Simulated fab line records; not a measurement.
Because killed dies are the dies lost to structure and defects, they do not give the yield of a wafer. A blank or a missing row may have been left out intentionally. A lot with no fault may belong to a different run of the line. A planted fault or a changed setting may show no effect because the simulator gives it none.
Code-filled problem report in 8D (eight disciplines) form    flow n5 finfet    the parts of the form that need people (team, actions taken, sign-off) are left out

== 1. THE PROBLEM ==
Mean of spin speed rpm at N5_PMOS_HMC_CHANNEL_EPI_COAT_03: 1459.2 rpm across 6 wafers in 2 lots; on wafers with no fault it is 1499.9 rpm (standard deviation 0.86). That is -47 standard deviations from the usual mean.
The step: resist thk 205 nm.
First seen on wafer L848.1, day 3 23:07, on litho track-01. The record holds 18 wafers of 6 lots with a number at this step. The rule behind "out" and "out of limits": a value lying over 4 standard deviations away from the usual mean. All remaining wafers that have a number are taken as sound.

== 2. WHAT IT IS; WHAT IT IS NOT ==
question                     is                      is not
which readings at this step  spin speed rpm          -
which lots                   L848, L850              L839, L840, L852, L862
which wafers of those lots   all that have a number  -
read on which tools          litho track-01          litho track-02, litho track-04
when                         from day 3 23:07        up to then (6 sound wafers); but 6 sound wafers of L852, L862 came after

== 3. WHAT RULES OUT EACH SUSPECT ==
Counting: a tool at any process step up to the reading remains a suspect when it ran all the lots that are out and ran no sound lot after the first of those.
- litho track-01 at N5_PMOS_HMC_CHANNEL_EPI_COAT_03 (resist thk 205 nm): kept. Every lot that is out went through it, starting with L848 (day 3 23:07), and after that it ran no sound lot; the last sound lot it ran before then is L839 (day 1 17:22). On those wafers its own readings are out: spin speed rpm.
Remaining after the count: litho track-01 at N5_PMOS_HMC_CHANNEL_EPI_COAT_03.

== 4. THE CAUSE (what the simulator had put in) ==
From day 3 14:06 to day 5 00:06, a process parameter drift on litho track-01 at N5_PMOS_HMC_CHANNEL_EPI_COAT_03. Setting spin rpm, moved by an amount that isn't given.
Only this tool survived the counting.

== 5. THE EFFECT CHAIN, in route order ==
Each row: a reading whose mean over the struck wafers that have a number lies more than 3 standard deviations from the usual. Scope: only readings with a usual standard deviation given in the record; hours: median across lots of the time from each lot's start at the first step in this table that gives one to its start at this step; sigmas: change in usual standard deviations.
hours  step                             reading         usual       on struck wafers  change  sigmas
0      N5_PMOS_HMC_CHANNEL_EPI_COAT_03  spin speed rpm  1499.9 rpm  1459.2            -40.7   -47
Its process steps:
- N5_PMOS_HMC_CHANNEL_EPI_COAT_03: resist thk 205 nm.
Later measuring or inspecting steps at which every struck wafer that the step has a row for has a number for every such reading, and none has moved that far: N5_PMOS_HMC_CHANNEL_EPI_CD_MEAS_09, N5_PMOS_HMC_CHANNEL_EPI_OVL_MEAS_10, N5_PMOS_HMC_CHANNEL_EPI_INSPECT_11, N5_BEOL_M4_RC_MEAS_101.

== 6. WHAT WOULD HAVE CAUGHT IT SOONER ==
In this record no reading fell out of limits until day 3 23:07, 9 hours after the fault had begun at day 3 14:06.
